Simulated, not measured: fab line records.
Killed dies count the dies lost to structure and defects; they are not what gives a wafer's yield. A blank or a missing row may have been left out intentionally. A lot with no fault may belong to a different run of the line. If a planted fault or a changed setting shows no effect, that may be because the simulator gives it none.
fab line records + flow nand-harc
[record]
- lots = 6
- wafers = 18
- last-day = 32
route steps=1302 shown A_STAIRCASE@670 END@1302
lots untouched by any fault: they come from a run of this same line in which no faults occurred
start-h: start of the lot's first displayed wafer, in hours after the record's first day + wait-h: time in hours since the lot's previous step + " unchanged from the row above + L1.1+2: a single row standing in for several wafers + - no value, or no start was given + * or withheld: withheld + < > ~ a bound
route shown NAME@n: names a module that has steps shown in the file, with the first one's number in the route + usual: mean/standard deviation of fault-free wafers + same: alike in all rows + chamber/n: place in a boat + sites: per-site readings + _std_site: standard deviation of those values + _edge_site: inner sites' mean taken away from outer sites' mean + radius-mm: how far each site lies from the wafer's centre + mask NAME#n: copy n + behind: the last tool/chamber to shape the wafer + hold: why the lot went on hold/how many hours it stayed there/how the hold came to an end + device: the n, p or np transistor that did not switch + end of line: at the end of the route, the tests of the same wafers + step lacking rows: just its recipe + killed: dies lost to structure and defects at the first sort, not the wafer's yield + map: a wafer's dies, marking killed ones x, the rest . and places with no die _
set.NAME: the setting as run; set.NAME@STEP: as run at that earlier step + model.NAME: the simulator's own value behind a step, which no gauge read
lots at some steps of the route; a table a step, a row a wafer
services: when a tool's chamber went out of use (start-h, in hours from the record's first day, below 0 if earlier), for how many hours, and the reason
[[steps]]
[step NHARC_A_STAIRCASE_TRIM_14]
[recipe]
- time-s = 211.2
- o2-flow-sccm = 500
- ar-flow-sccm = 0
- bias-w = 0
- chemistry = O2
[step NHARC_A_STAIRCASE_ETCH_15]
[recipe]
- target-depth-a = 1000
- time-s = 40.5
- ion-energy-ev = 400
- c4f8-flow-sccm = 20
- o2-flow-sccm = 10
- ar-flow-sccm = withheld
- rf-w = 600
- bias-w = 1000
- chemistry = C4F8/O2
[usual]
- oes-product-au = 0.944/0.011
- rf-vpp-V = 896/6.2
| lot.wafer | tool        | chamber | start-h | wait-h | oes-product-au | rf-hours-counter-h | rf-vpp-V |
|-----------|-------------|---------|---------|--------|----------------|--------------------|----------|
| L985.3    | rie-diel-13 | 0       | -       | -      | 0.950          | 20                 | 896      |
| L985.4    | "           | 2       | "       | "      | 0.955          | 14                 | 889      |
| L985.6    | "           | 1       | "       | "      | 0.961          | -                  | 887      |
| L989.4    | rie-diel-13 | 2       | -       | -      | 0.953          | 31                 | 890      |
| L989.2    | "           | 3       | "       | "      | 0.938          | 35                 | 900      |
| L989.5    | "           | 0       | "       | "      | 0.941          | -                  | 896      |
| L992.4    | rie-diel-02 | 1       | -       | -      | 0.955          | 33                 | 906      |
| L992.1    | "           | 3       | "       | "      | 0.935          | 28                 | 892      |
| L992.6    | "           | 0       | "       | "      | 0.948          | -                  | 903      |
| L993.3    | rie-diel-13 | 0       | -       | -      | 0.956          | 42                 | 894      |
| L993.1    | "           | 2       | "       | "      | 0.958          | 43                 | 887      |
| L993.6    | "           | 0       | "       | "      | 0.949          | -                  | 895      |
| L996.2    | rie-diel-02 | 2       | -       | -      | 0.942          | 44                 | 893      |
| L996.4    | "           | 3       | "       | "      | 0.944          | 42                 | 891      |
| L996.6    | "           | 1       | "       | "      | 0.933          | -                  | 905      |
| L997.1    | rie-diel-12 | 3       | -       | -      | 0.932          | 32                 | 900      |
| L997.2    | "           | 0       | "       | "      | 0.948          | 30                 | 888      |
| L997.6    | "           | 3       | "       | "      | 0.932          | -                  | 900      |
[step NHARC_A_STAIRCASE_TRIM_16]
[recipe]
- time-s = 211.2
- o2-flow-sccm = 500
- ar-flow-sccm = 0
- bias-w = 0
- chemistry = O2
[step NHARC_A_STAIRCASE_ETCH_17]
[recipe]
- target-depth-a = 1000
- time-s = 40.5
- ion-energy-ev = 400
- c4f8-flow-sccm = 20
- o2-flow-sccm = 10
- ar-flow-sccm = withheld
- rf-w = 600
- bias-w = 1000
- chemistry = C4F8/O2
[usual]
- oes-product-au = 0.945/0.0098
- rf-vpp-V = 896/6.1
| lot.wafer | tool        | chamber | start-h | wait-h | oes-product-au | rf-hours-counter-h | rf-vpp-V |
|-----------|-------------|---------|---------|--------|----------------|--------------------|----------|
| L985.3    | rie-diel-13 | 3       | -       | -      | 0.954          | 20                 | 901      |
| L985.4    | "           | 1       | "       | "      | 0.953          | 19                 | 888      |
| L985.6    | "           | 3       | "       | "      | 0.956          | -                  | 901      |
| L989.2    | rie-diel-13 | 0       | -       | -      | 0.963          | 34                 | 896      |
| L989.4    | "           | 1       | "       | "      | 0.949          | 33                 | 888      |
| L989.5    | "           | 2       | "       | "      | 0.946          | -                  | 889      |
| L992.4    | rie-diel-02 | 0       | -       | -      | 0.935          | 33                 | 904      |
| L992.1    | "           | 2       | "       | "      | 0.946          | 36                 | 893      |
| L992.6    | "           | 0       | "       | "      | 0.934          | -                  | 902      |
| L993.3    | rie-diel-13 | 3       | -       | -      | 0.939          | 44                 | 900      |
| L993.1    | "           | 2       | "       | "      | 0.943          | 44                 | 889      |
| L993.6    | "           | 3       | "       | "      | 0.946          | -                  | 900      |
| L996.2    | rie-diel-02 | 0       | -       | -      | 0.943          | 46                 | 903      |
| L996.4    | "           | 1       | "       | "      | 0.943          | 43                 | 904      |
| L996.6    | "           | 3       | "       | "      | 0.931          | -                  | 891      |
| L997.1    | rie-diel-12 | 2       | -       | -      | 0.954          | 32                 | 905      |
| L997.2    | "           | 3       | "       | "      | 0.941          | 32                 | 899      |
| L997.6    | "           | 3       | "       | "      | 0.941          | -                  | 901      |
[step NHARC_A_STAIRCASE_TRIM_18]
[recipe]
- time-s = 211.2
- o2-flow-sccm = 500
- ar-flow-sccm = 0
- bias-w = 0
- chemistry = O2
[step NHARC_A_STAIRCASE_ETCH_19]
[recipe]
- target-depth-a = 1000
- time-s = 40.5
- ion-energy-ev = 400
- c4f8-flow-sccm = 20
- o2-flow-sccm = 10
- ar-flow-sccm = withheld
- rf-w = 600
- bias-w = 1000
- chemistry = C4F8/O2
[usual]
- oes-product-au = 0.945/0.01
- rf-vpp-V = 895/6.3
| lot.wafer | tool        | chamber | start-h | wait-h | oes-product-au | rf-hours-counter-h | rf-vpp-V |
|-----------|-------------|---------|---------|--------|----------------|--------------------|----------|
| L985.3    | rie-diel-13 | 1       | -       | -      | 0.942          | 19                 | 888      |
| L985.4    | "           | 2       | "       | "      | 0.956          | 14                 | 891      |
| L985.6    | "           | 2       | "       | "      | 0.950          | -                  | 889      |
| L989.4    | rie-diel-13 | 3       | -       | -      | 0.937          | 35                 | 900      |
| L989.2    | "           | 0       | "       | "      | 0.952          | 34                 | 895      |
| L989.5    | "           | 3       | "       | "      | 0.950          | -                  | 899      |
| L992.4    | rie-diel-02 | 0       | -       | -      | 0.951          | 33                 | 905      |
| L992.1    | "           | 1       | "       | "      | 0.940          | 33                 | 905      |
| L992.6    | "           | 1       | "       | "      | 0.945          | -                  | 905      |
| L993.1    | rie-diel-13 | 0       | -       | -      | 0.956          | 42                 | 896      |
| L993.3    | "           | 1       | "       | "      | 0.938          | 45                 | 888      |
| L993.6    | "           | 0       | "       | "      | 0.958          | -                  | 894      |
| L996.4    | rie-diel-02 | 2       | -       | -      | 0.953          | 45                 | 892      |
| L996.2    | "           | 0       | "       | "      | 0.942          | 46                 | 903      |
| L996.6    | "           | 2       | "       | "      | 0.951          | -                  | 894      |
| L997.2    | rie-diel-12 | 0       | -       | -      | 0.939          | 31                 | 886      |
| L997.1    | "           | 1       | "       | "      | 0.954          | 29                 | 893      |
| L997.6    | "           | 3       | "       | "      | 0.936          | -                  | 900      |
[step NHARC_A_STAIRCASE_TRIM_20]
[recipe]
- time-s = 211.2
- o2-flow-sccm = 500
- ar-flow-sccm = 0
- bias-w = 0
- chemistry = O2
[usual]
- drypump-motor-current-A = 5.7/0.56
- oes-product-au = 1.001/0.009
- rf-vpp-V = 57.8/0.9
- showerhead-plenum-p-Torr = 3.53/0.18
- throttle-valve-pct = 17.037/0.0091
| lot.wafer | tool        | chamber | start-h | wait-h | drypump-motor-current-A | oes-product-au | rf-hours-counter-h | rf-vpp-V | showerhead-plenum-p-Torr | throttle-valve-pct |
|-----------|-------------|---------|---------|--------|-------------------------|----------------|--------------------|----------|--------------------------|--------------------|
| L985.4    | rie-diel-12 | 1       | 417.87  | 0.1    | 6.5                     | 1.008          | 50                 | 57.7     | 3.49                     | 17.018             |
| L985.3    | "           | 2       | "       | "      | 5.1                     | 1.013          | 44                 | 57.1     | 3.27                     | 17.027             |
| L985.6    | "           | 3       | "       | "      | 5.7                     | 1.020          | -                  | 57.8     | 3.63                     | 17.028             |
| L989.2    | rie-diel-02 | 2       | 465.74  | 0.1    | 6.6                     | 0.987          | 23                 | 58.5     | 3.46                     | 17.033             |
| L989.4    | "           | 3       | "       | "      | 6.0                     | 1.009          | 15                 | 58.6     | 3.41                     | 17.050             |
| L989.5    | "           | 1       | "       | "      | 5.0                     | 0.987          | -                  | 57.9     | 3.79                     | 17.038             |
| L992.4    | rie-diel-02 | 2       | 505.87  | 0.1    | 6.6                     | 0.999          | 36                 | 56.8     | 3.45                     | 17.013             |
| L992.1    | "           | 3       | "       | "      | 5.9                     | 0.990          | 29                 | 58.6     | 3.40                     | 17.030             |
| L992.6    | "           | 2       | "       | "      | 6.6                     | 0.993          | -                  | 58.3     | 3.45                     | 17.020             |
| L993.1    | rie-diel-02 | 1       | 508.16  | 0.1    | 5.0                     | 0.997          | 34                 | 58.2     | 3.79                     | 17.038             |
| L993.3    | "           | 2       | "       | "      | 6.6                     | 0.997          | 37                 | 58.4     | 3.45                     | 17.034             |
| L993.6    | "           | 0       | "       | "      | 5.8                     | 0.995          | -                  | 57.9     | 3.76                     | 17.032             |
| L996.4    | rie-diel-13 | 2       | 531.51  | 0.1    | 5.2                     | 0.997          | 0                  | 57.1     | 3.35                     | 17.045             |
| L996.2    | "           | 1       | "       | "      | 6.3                     | 1.012          | 0                  | 56.8     | 3.29                     | 17.034             |
| L996.6    | "           | 3       | "       | "      | 5.4                     | 1.010          | -                  | 59.0     | 3.63                     | 17.025             |
| L997.2    | rie-diel-13 | 0       | 543.40  | 0.1    | 6.2                     | 1.012          | 3                  | 58.1     | 3.49                     | 17.039             |
| L997.1    | "           | 1       | "       | "      | 6.3                     | 1.012          | 3                  | 55.9     | 3.29                     | 17.039             |
| L997.6    | "           | 3       | "       | "      | 5.4                     | 1.002          | -                  | 57.9     | 3.63                     | 17.036             |
[step NHARC_A_STAIRCASE_ETCH_21]
[recipe]
- target-depth-a = 1000
- time-s = 40.5
- ion-energy-ev = 400
- c4f8-flow-sccm = 20
- o2-flow-sccm = 10
- ar-flow-sccm = withheld
- rf-w = 600
- bias-w = 1000
- chemistry = C4F8/O2
[usual]
- oes-product-au = 0.956/0.016
- rf-vpp-V = 896/6.5
| lot.wafer | tool        | chamber | start-h | wait-h | oes-product-au | rf-hours-counter-h | rf-vpp-V |
|-----------|-------------|---------|---------|--------|----------------|--------------------|----------|
| L985.3    | rie-diel-12 | 2       | -       | -      | 0.992          | 44                 | 885      |
| L985.4    | "           | 0       | "       | "      | 0.958          | 51                 | 888      |
| L985.6    | "           | 2       | "       | "      | 0.981          | -                  | 887      |
| L989.4    | rie-diel-02 | 1       | -       | -      | 0.953          | 26                 | 904      |
| L989.2    | "           | 3       | "       | "      | 0.964          | 15                 | 891      |
| L989.5    | "           | 1       | "       | "      | 0.938          | -                  | 905      |
| L992.1    | rie-diel-02 | 3       | -       | -      | 0.941          | 29                 | 890      |
| L992.4    | "           | 0       | "       | "      | 0.956          | 33                 | 903      |
| L992.6    | "           | 3       | "       | "      | 0.928          | -                  | 891      |
| L993.1    | rie-diel-02 | 3       | -       | -      | 0.989          | 30                 | 892      |
| L993.3    | "           | 1       | "       | "      | 0.962          | 34                 | 905      |
| L993.6    | "           | 3       | "       | "      | 0.988          | -                  | 892      |
| L996.2    | rie-diel-13 | 2       | -       | -      | 0.954          | 0                  | 889      |
| L996.4    | "           | 3       | "       | "      | 0.971          | 0                  | 900      |
| L996.6    | "           | 2       | "       | "      | 0.952          | -                  | 889      |
| L997.1    | rie-diel-13 | 0       | -       | -      | 0.947          | 4                  | 893      |
| L997.2    | "           | 2       | "       | "      | 0.954          | 3                  | 890      |
| L997.6    | "           | 1       | "       | "      | 0.955          | -                  | 887      |
[step NHARC_A_STAIRCASE_TRIM_22]
[recipe]
- time-s = 211.2
- o2-flow-sccm = 500
- ar-flow-sccm = 0
- bias-w = 0
- chemistry = O2
[step NHARC_A_STAIRCASE_ETCH_23]
[recipe]
- target-depth-a = 1000
- time-s = 40.5
- ion-energy-ev = 400
- c4f8-flow-sccm = 20
- o2-flow-sccm = 10
- ar-flow-sccm = withheld
- rf-w = 600
- bias-w = 1000
- chemistry = C4F8/O2
[step NHARC_A_STAIRCASE_TRIM_24]
[recipe]
- time-s = 211.2
- o2-flow-sccm = 500
- ar-flow-sccm = 0
- bias-w = 0
- chemistry = O2
[step NHARC_A_STAIRCASE_ETCH_25]
[recipe]
- target-depth-a = 1000
- time-s = 40.5
- ion-energy-ev = 400
- c4f8-flow-sccm = 20
- o2-flow-sccm = 10
- ar-flow-sccm = withheld
- rf-w = 600
- bias-w = 1000
- chemistry = C4F8/O2
[usual]
- oes-product-au = 0.943/0.012
- rf-vpp-V = 896/6.3
| lot.wafer | tool        | chamber | start-h | wait-h | oes-product-au | rf-hours-counter-h | rf-vpp-V |
|-----------|-------------|---------|---------|--------|----------------|--------------------|----------|
| L985.4    | rie-diel-12 | 1       | 418.48  | -      | 0.963          | 50                 | 893      |
| L985.3    | "           | 3       | "       | "      | 0.951          | 47                 | 900      |
| L985.6    | "           | 1       | "       | "      | 0.961          | -                  | 896      |
| L989.4    | rie-diel-02 | 2       | 466.36  | -      | 0.957          | 23                 | 893      |
| L989.2    | "           | 0       | "       | "      | 0.934          | 21                 | 905      |
| L989.5    | "           | 2       | "       | "      | 0.955          | -                  | 895      |
| L992.4    | rie-diel-02 | 2       | 506.63  | -      | 0.769          | 37                 | 892      |
| L992.1    | "           | 0       | "       | "      | 0.757          | 33                 | 903      |
| L992.6    | "           | 3       | "       | "      | 0.762          | -                  | 891      |
| L993.1    | rie-diel-02 | 2       | 508.90  | -      | 0.776          | 38                 | 892      |
| L993.3    | "           | 3       | "       | "      | 0.771          | 30                 | 892      |
| L993.6    | "           | 2       | "       | "      | 0.773          | -                  | 893      |
| L996.2    | rie-diel-13 | 0       | 532.18  | -      | 0.931          | 0                  | 895      |
| L996.4    | "           | 2       | "       | "      | 0.955          | 0                  | 889      |
| L996.6    | "           | 0       | "       | "      | 0.950          | -                  | 895      |
| L997.2    | rie-diel-13 | 0       | 544.11  | -      | 0.947          | 4                  | 894      |
| L997.1    | "           | 3       | "       | "      | 0.953          | 4                  | 899      |
| L997.6    | "           | 0       | "       | "      | 0.945          | -                  | 894      |
[step NHARC_A_STAIRCASE_TRIM_26]
[recipe]
- time-s = 211.2
- o2-flow-sccm = 500
- ar-flow-sccm = 0
- bias-w = 0
- chemistry = O2
[step NHARC_END_SORT_01]
[recipe]
- temp-c = 25
[usual]
- killed-at-array = 53/18
- killed-at-other = 1.0/1.2
- killed-at-periphery = 3.6/2.4
- killed-dies = 58/18
- killed-open = 3.4/1.8
- killed-short = 2.3/1.5
[same]
- gross-dies = 677
| lot.wafer | tool      | chamber | start-h | wait-h | hold                   | killed-at-array | killed-at-other | killed-at-periphery | killed-dies | killed-open | killed-short |
|-----------|-----------|---------|---------|--------|------------------------|-----------------|-----------------|---------------------|-------------|-------------|--------------|
| L989.2    | prober-02 | 0       | 676.78  | 2.8    | -                      | 68              | 1               | 1                   | 70          | 4           | 2            |
| L989.4    | prober-02 | 0       | 678.37  | 3.4    | -                      | 67              | 1               | 1                   | 69          | 3           | 3            |
| L989.5    | prober-02 | 0       | 679.17  | 3.7    | -                      | 68              | 1               | 3                   | 72          | 5           | 4            |
| L992.1    | prober-01 | 0       | 716.90  | 2.5    | await-dispo/3.0h/scrap | 672             | 1               | 4                   | 677         | 5           | 3            |
| L992.4    | prober-01 | 0       | 719.27  | 3.4    | await-dispo/3.0h/scrap | 670             | 0               | 4                   | 674         | 2           | 1            |
| L992.6    | prober-01 | 0       | 720.86  | 4.0    | await-dispo/3.0h/scrap | 670             | 1               | 5                   | 676         | 0           | 2            |
| L993.1    | prober-02 | 0       | 716.93  | 2.5    | await-dispo/2.1h/scrap | 672             | 0               | 5                   | 677         | 3           | 1            |
| L993.3    | prober-02 | 0       | 718.53  | 3.1    | await-dispo/2.1h/scrap | 669             | 0               | 6                   | 675         | 4           | 2            |
| L993.6    | prober-02 | 0       | 720.93  | 4.0    | await-dispo/2.1h/scrap | 666             | 2               | 8                   | 676         | 5           | 3            |
| L996.2    | prober-02 | 0       | 741.60  | 2.8    | -                      | 75              | 1               | 3                   | 79          | 6           | 1            |
| L996.4    | prober-02 | 0       | 743.20  | 3.4    | -                      | 68              | 1               | 5                   | 74          | 9           | 2            |
| L996.6    | prober-02 | 0       | 744.81  | 4.0    | -                      | 71              | 0               | 1                   | 72          | 3           | 3            |
| L997.1    | prober-01 | 0       | 763.73  | 2.5    | -                      | 40              | 0               | 4                   | 44          | 1           | 3            |
| L997.2    | prober-01 | 0       | 764.52  | 2.8    | -                      | 43              | 2               | 3                   | 48          | 0           | 4            |
| L997.6    | prober-01 | 0       | 767.66  | 3.9    | -                      | 43              | 3               | 4                   | 50          | 3           | 4            |
// killed by level:class
L989.2 A_CHANNEL_HOLE_D1:chamber-film-flake=34 A_SLIT:chamber-film-flake=23 A_ZERO_WELL:chamber-film-flake=2 A_CHANNEL_FILL_D2:chamber-film-flake=2 P_STI:geometric-particle:open=1 A_ONON_D1:geometric-particle:open=1 A_CHANNEL_HOLE_D1:geometric-particle:open=1 A_CHANNEL_FILL_D1:geometric-particle:short=1
L989.4 A_CHANNEL_HOLE_D1:chamber-film-flake=26 A_SLIT:chamber-film-flake=22 A_CONTACT:chamber-film-flake=5 A_CHANNEL_FILL_D1:geometric-particle:short=2 A_CHANNEL_FILL_D2:chamber-film-flake=2 A_STAIRCASE:chamber-film-flake=2 A_M1:chamber-film-flake=2 P_CONTACT:geometric-particle:open=1
L989.5 A_CHANNEL_HOLE_D1:chamber-film-flake=31 A_SLIT:chamber-film-flake=20 A_CONTACT:chamber-film-flake=9 A_ONON_D1:geometric-particle:open=2 P_M0:geometric-particle:short=1 P_M0:geometric-particle:open=1 A_CHANNEL_FILL_D1:geometric-particle:short=1 A_DECK1_JOINT:geometric-particle:open=1
L992.1 A_STAIRCASE:area-etch=598 A_CHANNEL_HOLE_D1:chamber-film-flake=26 A_SLIT:chamber-film-flake=19 A_CHANNEL_HOLE_D2:chamber-film-flake=10 A_CONTACT:chamber-film-flake=6 A_BONDPAD:chamber-film-flake=3 A_STAIRCASE:chamber-film-flake=2 P_GATE:geometric-particle:open=1
L993.1 A_STAIRCASE:area-etch=621 A_CHANNEL_HOLE_D1:chamber-film-flake=24 A_CHANNEL_HOLE_D2:chamber-film-flake=11 A_SLIT:chamber-film-flake=5 A_STAIRCASE:chamber-film-flake=4 P_M0:geometric-particle:short=1 A_ONON_D1:geometric-particle:open=1 A_CHANNEL_FILL_D2:geometric-particle:open=1
L993.3 A_STAIRCASE:area-etch=599 A_CHANNEL_HOLE_D1:chamber-film-flake=36 A_CHANNEL_HOLE_D2:chamber-film-flake=13 A_SLIT:chamber-film-flake=9 P_CONTACT:chamber-film-flake=3 P_ZERO_WELL:chamber-film-flake=2 A_CHANNEL_FILL_D1:geometric-particle:short=1 A_CHANNEL_FILL_D1:geometric-particle:open=1
L992.4 A_STAIRCASE:area-etch=582 A_CHANNEL_HOLE_D1:chamber-film-flake=35 A_SLIT:chamber-film-flake=22 A_CHANNEL_HOLE_D2:chamber-film-flake=10 A_BONDPAD:chamber-film-flake=8 A_CONTACT:chamber-film-flake=5 P_CONTACT:chamber-film-flake=3 A_M0:chamber-film-flake=2
L992.6 A_STAIRCASE:area-etch=599 A_CHANNEL_HOLE_D1:chamber-film-flake=29 A_SLIT:chamber-film-flake=22 A_CHANNEL_HOLE_D2:chamber-film-flake=8 A_CONTACT:chamber-film-flake=4 A_BONDPAD:chamber-film-flake=4 P_GATE:chamber-film-flake=2 P_CONTACT:chamber-film-flake=2
L993.6 A_STAIRCASE:area-etch=610 A_CHANNEL_HOLE_D1:chamber-film-flake=22 A_CHANNEL_HOLE_D2:chamber-film-flake=14 A_SLIT:chamber-film-flake=6 P_CONTACT:chamber-film-flake=5 P_GATE:chamber-film-flake=2 A_CHANNEL_FILL_D2:chamber-film-flake=2 A_STAIRCASE:chamber-film-flake=2
L996.2 A_CHANNEL_HOLE_D1:chamber-film-flake=34 A_SLIT:chamber-film-flake=20 A_CONTACT:chamber-film-flake=7 A_STAIRCASE:chamber-film-flake=6 A_ONON_D1:geometric-particle:open=2 A_CHANNEL_FILL_D1:geometric-particle:open=2 P_M0:geometric-particle:open=1 A_ONON_D2:geometric-particle:open=1
L996.4 A_CHANNEL_HOLE_D1:chamber-film-flake=23 A_SLIT:chamber-film-flake=22 A_CONTACT:chamber-film-flake=6 A_STAIRCASE:chamber-film-flake=4 A_CHANNEL_FILL_D2:chamber-film-flake=3 A_CHANNEL_FILL_D1:geometric-particle:open=2 A_M0:geometric-particle:open=2 P_GATE:chamber-film-flake=2
L996.6 A_CHANNEL_HOLE_D1:chamber-film-flake=29 A_SLIT:chamber-film-flake=22 A_STAIRCASE:chamber-film-flake=5 A_CHANNEL_FILL_D2:chamber-film-flake=3 A_CONTACT:chamber-film-flake=3 A_DECK1_JOINT:chamber-film-flake=2 A_CHANNEL_FILL_D1:geometric-particle:open=1 A_ONON_D2:geometric-particle:short=1
L997.1 A_SLIT:chamber-film-flake=15 A_CHANNEL_HOLE_D2:chamber-film-flake=11 A_CHANNEL_HOLE_D1:chamber-film-flake=8 A_CONTACT:chamber-film-flake=3 P_GATE:geometric-particle:short=2 A_CHANNEL_FILL_D1:geometric-particle:short=1 A_BLC:geometric-particle:open=1 P_STI:chamber-film-flake=1
L997.2 A_SLIT:chamber-film-flake=13 A_CHANNEL_HOLE_D2:chamber-film-flake=10 A_CHANNEL_HOLE_D1:chamber-film-flake=8 A_STAIRCASE:chamber-film-flake=6 A_CONTACT:chamber-film-flake=3 A_M0:geometric-particle:short=2 THIN_TSV:chamber-film-flake=2 P_M0:geometric-particle:short=1
L997.6 A_SLIT:chamber-film-flake=14 A_CHANNEL_HOLE_D2:chamber-film-flake=10 A_CHANNEL_HOLE_D1:chamber-film-flake=8 A_CONTACT:chamber-film-flake=6 STARTING-WAFER:geometric-particle:short=2 P_ZERO_WELL:chamber-film-flake=2 P_M0:geometric-particle:open=1 A_CHANNEL_FILL_D1:geometric-particle:short=1
// map L992.1 (x killed, . not)
____________x____________
_________xxxxxxx_________
_______xxxxxxxxxxx_______
______xxxxxxxxxxxxx______
_____xxxxxxxxxxxxxxx_____
____xxxxxxxxxxxxxxxxx____
____xxxxxxxxxxxxxxxxx____
___xxxxxxxxxxxxxxxxxxx___
___xxxxxxxxxxxxxxxxxxx___
__xxxxxxxxxxxxxxxxxxxxx__
__xxxxxxxxxxxxxxxxxxxxx__
_xxxxxxxxxxxxxxxxxxxxxxx_
_xxxxxxxxxxxxxxxxxxxxxxx_
_xxxxxxxxxxxxxxxxxxxxxxx_
_xxxxxxxxxxxxxxxxxxxxxxx_
_xxxxxxxxxxxxxxxxxxxxxxx_
xxxxxxxxxxxxxxxxxxxxxxxxx
xxxxxxxxxxxxxxxxxxxxxxxxx
xxxxxxxxxxxxxxxxxxxxxxxxx
xxxxxxxxxxxxxxxxxxxxxxxxx
xxxxxxxxxxxxxxxxxxxxxxxxx
_xxxxxxxxxxxxxxxxxxxxxxx_
_xxxxxxxxxxxxxxxxxxxxxxx_
_xxxxxxxxxxxxxxxxxxxxxxx_
_xxxxxxxxxxxxxxxxxxxxxxx_
_xxxxxxxxxxxxxxxxxxxxxxx_
__xxxxxxxxxxxxxxxxxxxxx__
__xxxxxxxxxxxxxxxxxxxxx__
___xxxxxxxxxxxxxxxxxxx___
___xxxxxxxxxxxxxxxxxxx___
____xxxxxxxxxxxxxxxxx____
____xxxxxxxxxxxxxxxxx____
_____xxxxxxxxxxxxxxx_____
______xxxxxxxxxxxxx______
_______xxxxxxxxxxx_______
_________xxxxxxx_________
____________x____________
// map L993.1 (x killed, . not)
____________x____________
_________xxxxxxx_________
_______xxxxxxxxxxx_______
______xxxxxxxxxxxxx______
_____xxxxxxxxxxxxxxx_____
____xxxxxxxxxxxxxxxxx____
____xxxxxxxxxxxxxxxxx____
___xxxxxxxxxxxxxxxxxxx___
___xxxxxxxxxxxxxxxxxxx___
__xxxxxxxxxxxxxxxxxxxxx__
__xxxxxxxxxxxxxxxxxxxxx__
_xxxxxxxxxxxxxxxxxxxxxxx_
_xxxxxxxxxxxxxxxxxxxxxxx_
_xxxxxxxxxxxxxxxxxxxxxxx_
_xxxxxxxxxxxxxxxxxxxxxxx_
_xxxxxxxxxxxxxxxxxxxxxxx_
xxxxxxxxxxxxxxxxxxxxxxxxx
xxxxxxxxxxxxxxxxxxxxxxxxx
xxxxxxxxxxxxxxxxxxxxxxxxx
xxxxxxxxxxxxxxxxxxxxxxxxx
xxxxxxxxxxxxxxxxxxxxxxxxx
_xxxxxxxxxxxxxxxxxxxxxxx_
_xxxxxxxxxxxxxxxxxxxxxxx_
_xxxxxxxxxxxxxxxxxxxxxxx_
_xxxxxxxxxxxxxxxxxxxxxxx_
_xxxxxxxxxxxxxxxxxxxxxxx_
__xxxxxxxxxxxxxxxxxxxxx__
__xxxxxxxxxxxxxxxxxxxxx__
___xxxxxxxxxxxxxxxxxxx___
___xxxxxxxxxxxxxxxxxxx___
____xxxxxxxxxxxxxxxxx____
____xxxxxxxxxxxxxxxxx____
_____xxxxxxxxxxxxxxx_____
______xxxxxxxxxxxxx______
_______xxxxxxxxxxx_______
_________xxxxxxx_________
____________x____________
[[services]]
| tool        | chamber | start-h | hours | kind                          |
|-------------|---------|---------|-------|-------------------------------|
| rie-diel-02 | -       | 394.46  | 9.0   | pm                            |
| rie-diel-02 | 0       | 394.46  | 9.0   | vent-cycle                    |
| rie-diel-02 | 1       | 394.46  | 9.0   | vent-cycle                    |
| rie-diel-02 | 2       | 394.46  | 9.0   | vent-cycle                    |
| rie-diel-02 | 3       | 394.46  | 9.0   | vent-cycle                    |
| rie-diel-13 | 0       | 402.18  | -     | clean                         |
| rie-diel-13 | 1       | 402.18  | -     | clean                         |
| rie-diel-13 | 2       | 402.18  | -     | clean                         |
| rie-diel-13 | 3       | 402.18  | -     | clean                         |
| rie-diel-02 | 0       | 403.46  | -     | clean                         |
| rie-diel-02 | 0       | 403.46  | -     | consumable-replace:focus-ring |
| rie-diel-02 | 1       | 403.46  | -     | clean                         |
| rie-diel-02 | 1       | 403.46  | -     | consumable-replace:showerhead |
| rie-diel-02 | 2       | 403.46  | -     | clean                         |
| rie-diel-02 | 3       | 403.46  | -     | clean                         |
| rie-diel-13 | -       | 423.11  | 5.7   | repair                        |
| rie-diel-02 | 0       | 424.08  | 12.3  | repair                        |
| rie-diel-02 | 1       | 428.01  | -     | clean                         |
| rie-diel-02 | 3       | 434.93  | 28.6  | repair                        |
| rie-diel-12 | -       | 445.82  | 9.0   | pm                            |
| rie-diel-12 | 1       | 469.74  | 9.5   | repair                        |
| rie-diel-13 | 0       | 475.54  | 6.6   | repair                        |
| rie-diel-13 | 3       | 499.83  | 6.7   | repair                        |
| rie-diel-13 | -       | 521.79  | 9.0   | pm                            |
[[key]]
[first-sign]
- step = NHARC_A_STAIRCASE_ETCH_25
- reading = oes-product-au
- direction = down
- sigmas = 15
- usual = 0.943
- struck = 0.768
[effect]
- step = NHARC_END_SORT_01
- reading = killed-at-array
- direction = up
- sigmas = 35
- usual = 53
- struck = 670
[more-kills-born-at]
- NHARC_A_STAIRCASE_ETCH_25@rie-diel-02 = 3609
met-at NHARC_A_STAIRCASE_ETCH_25
struck-wafers L992.1,L992.4,L992.6,L993.1,L993.3,L993.6
later-rows-left-out L992.1,L992.4,L992.6,L993.1,L993.3,L993.6
tester-left-out L992,L993
onset-between 466.36 506.63
[fault]
- kind = process-parameter-drift
- tool = rie-diel-02
- chamber = -
- onset-h = 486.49
- steps = NHARC_A_STAIRCASE_ETCH_25
- channel = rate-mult
- offset = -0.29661
- shape = step
- end-h = 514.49
// tester-left-out: of these lots the tester's yield and bins aren't shown, on N5 and GAA mostly nor the transistor test; their killed dies are dies lost to structure and defects alone, not to doping, threshold or leakage, so they don't give the yield
// later-rows-left-out: the simulator's readings of these wafers behind a module that went badly wrong aren't trusted and aren't shown, but for the sort
